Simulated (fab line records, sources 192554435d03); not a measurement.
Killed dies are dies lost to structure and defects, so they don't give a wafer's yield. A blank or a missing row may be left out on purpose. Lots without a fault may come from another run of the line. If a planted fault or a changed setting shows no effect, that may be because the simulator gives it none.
Chamber matching | flow n5Finfet | N5_MOL_CONTACT_COAG_ETCH_47 on rieDiel-02: 4 sister chambers
The step etches SiNx in CH3F/O2, stops on W, target depth 27 nm. 8 wafers are shown with their chamber, then 8 later ones without.

== WAFERS PAIRED WITH THEIR CHAMBERS ==
wafer  | chamber | showerheadPlenumPTorr (Torr) | rfVppV (V)
L083.2 | 3       | 1.97                         | 287
L084.3 | 3       | 1.97                         | 287
L084.5 | 0       | 2.02                         | 298
L084.6 | 2       | 1.91                         | 298
L088.1 | 0       | 2.01                         | 297
L088.4 | 1       | 2.05                         | 303
L088.5 | 1       | 2.05                         | 304
L089.3 | 2       | 1.91                         | 299

== WAFERS WHOSE CHAMBER IS MISSING ==
wafer  | showerheadPlenumPTorr (Torr) | rfVppV (V)
L089.5 | 1.91                         | 298
L089.6 | 1.96                         | 288
L093.1 | 2.01                         | 298
L093.2 | 1.96                         | 287
L093.4 | 1.91                         | 298
L096.3 | 2.04                         | 304
L096.5 | 1.96                         | 287
L096.6 | 1.91                         | 299

== CHAMBER TAKEN BY EACH ==
wafer  | from the rows above | in truth
L089.5 | 2                   | 2
L089.6 | 3                   | 3
L093.1 | 0                   | 0
L093.2 | 3                   | 3
L093.4 | 2                   | 2
L096.3 | 1                   | 1
L096.5 | 3                   | 3
L096.6 | 2                   | 2
Placed correctly: 8 of 8. Number that these rows cannot place: 0. Wrongly placed: 0.
How it was worked out, from the rows above alone: a wafer's distance from a chamber is the root of the sum, over the readings, of the square of ((its reading less the chamber's mean) divided by the reading's scatter). The wafer belongs to the nearest chamber; if the next one is less than 2 further off, it can't be placed. A chamber's mean is the mean of its shown wafers. The scatter: take each reading less its chamber's mean, square it, sum over the shown wafers, divide by the number of wafers less the number of chambers, and take the root.
